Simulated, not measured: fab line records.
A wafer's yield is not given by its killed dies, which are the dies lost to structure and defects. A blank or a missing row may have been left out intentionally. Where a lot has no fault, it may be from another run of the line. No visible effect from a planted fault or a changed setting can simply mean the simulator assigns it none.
Matching of chambers / flow n5_finfet / rie_diel-03 running N5_BEOL_M7_STRIP_67: 4 sister chambers
The step strips in CF4. 8 wafers are shown with their chamber, then 12 later ones without.

## EACH WAFER AND ITS CHAMBER
wafer=L084.5; chamber=2; showerhead_plenum_p_Torr (Torr)=1.73; throttle_valve_pct (%)=13.77
wafer=L088.1; chamber=2; showerhead_plenum_p_Torr (Torr)=1.73; throttle_valve_pct (%)=13.79
wafer=L088.4; chamber=0; showerhead_plenum_p_Torr (Torr)=1.74; throttle_valve_pct (%)=13.35
wafer=L088.5; chamber=0; showerhead_plenum_p_Torr (Torr)=1.73; throttle_valve_pct (%)=13.32
wafer=L088.6; chamber=3; showerhead_plenum_p_Torr (Torr)=1.85; throttle_valve_pct (%)=13.75
wafer=L090.1; chamber=3; showerhead_plenum_p_Torr (Torr)=1.85; throttle_valve_pct (%)=13.74
wafer=L090.3; chamber=1; showerhead_plenum_p_Torr (Torr)=1.78; throttle_valve_pct (%)=13.45
wafer=L090.5; chamber=1; showerhead_plenum_p_Torr (Torr)=1.78; throttle_valve_pct (%)=13.44

## WAFERS WITHOUT THEIR CHAMBER
wafer=L094.1; showerhead_plenum_p_Torr (Torr)=1.85; throttle_valve_pct (%)=13.77
wafer=L094.5; showerhead_plenum_p_Torr (Torr)=1.72; throttle_valve_pct (%)=13.81
wafer=L094.6; showerhead_plenum_p_Torr (Torr)=1.85; throttle_valve_pct (%)=13.76
wafer=L097.2; showerhead_plenum_p_Torr (Torr)=1.77; throttle_valve_pct (%)=13.46
wafer=L097.3; showerhead_plenum_p_Torr (Torr)=1.85; throttle_valve_pct (%)=13.78
wafer=L097.5; showerhead_plenum_p_Torr (Torr)=1.85; throttle_valve_pct (%)=13.80
wafer=L095.1; showerhead_plenum_p_Torr (Torr)=1.77; throttle_valve_pct (%)=13.48
wafer=L095.4; showerhead_plenum_p_Torr (Torr)=1.72; throttle_valve_pct (%)=13.83
wafer=L095.5; showerhead_plenum_p_Torr (Torr)=1.85; throttle_valve_pct (%)=13.80
wafer=L096.1; showerhead_plenum_p_Torr (Torr)=1.85; throttle_valve_pct (%)=13.78
wafer=L096.2; showerhead_plenum_p_Torr (Torr)=1.72; throttle_valve_pct (%)=13.85
wafer=L096.5; showerhead_plenum_p_Torr (Torr)=1.77; throttle_valve_pct (%)=13.47

## EACH ONE'S CHAMBER
wafer=L094.1; from the rows above=3; in truth=3
wafer=L094.5; from the rows above=2; in truth=2
wafer=L094.6; from the rows above=3; in truth=3
wafer=L097.2; from the rows above=1; in truth=1
wafer=L097.3; from the rows above=3; in truth=3
wafer=L097.5; from the rows above=3; in truth=3
wafer=L095.1; from the rows above=1; in truth=1
wafer=L095.4; from the rows above=2; in truth=2
wafer=L095.5; from the rows above=3; in truth=3
wafer=L096.1; from the rows above=3; in truth=3
wafer=L096.2; from the rows above=2; in truth=2
wafer=L096.5; from the rows above=1; in truth=1
Placed correctly: 12 of 12. Can't be placed from these rows: 0. 0 placed wrongly.
How it was worked out, from the rows above alone: a wafer's distance from a chamber is the root of the sum, over the readings, of the square of ((its reading less the chamber's mean) divided by the reading's scatter). The wafer belongs to the nearest chamber; if the next one is less than 2 further off, it can't be placed. The mean given for a chamber averages the wafers shown for that chamber. How the scatter is found: for the shown wafers, subtract from each reading the mean of its chamber, square and add these, divide the total by (wafers less chambers), then take the root.
